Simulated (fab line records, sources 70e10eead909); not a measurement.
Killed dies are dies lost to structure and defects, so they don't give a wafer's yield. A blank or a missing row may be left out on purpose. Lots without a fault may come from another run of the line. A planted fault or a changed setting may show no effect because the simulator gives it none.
Chamber matching | flow nand_harc | NHARC_THIN_TSV_CMP_01 on cmp-03: 4 sister chambers
The step polishes. 4 wafers are shown with their chamber, then 7 later ones without.

WAFERS WITH THEIR CHAMBER
wafer  | chamber | motor_current_A (A)
L840.3 | 3       | 12.4
L840.5 | 2       | 14.7
L843.2 | 0       | 11.2
L843.4 | 1       | 11.7

WAFERS WITHOUT THEIR CHAMBER
wafer  | motor_current_A (A)
L843.6 | 11.1
L849.3 | 11.5
L849.4 | 12.3
L849.6 | 11.4
L848.1 | 11.3
L848.3 | 11.3
L848.5 | 11.6

WHICH CHAMBER EACH WENT THROUGH
wafer  | from the rows above     | in truth
L843.6 | 0                       | 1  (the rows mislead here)
L849.3 | can't be placed: 1 or 0 | 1
L849.4 | 3                       | 3
L849.6 | can't be placed: 0 or 1 | 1
L848.1 | 0                       | 0
L848.3 | 0                       | 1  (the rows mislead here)
L848.5 | 1                       | 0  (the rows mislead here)
Placed correctly: 2 of 7. Can't be placed from these rows: 2 (the true chamber is among the candidates in 2). Placed wrongly: 3.
How it was worked out, from the rows above alone: a wafer's distance from a chamber is the root of the sum, over the readings, of the square of ((its reading less the chamber's mean) divided by the reading's scatter). The wafer belongs to the nearest chamber; if the next one is less than 2 further off, it can't be placed. A chamber's mean is the mean of its shown wafers. The scatter: with one shown wafer a chamber, the root of the mean of the squares of how far each hidden wafer lies from its nearest shown one.
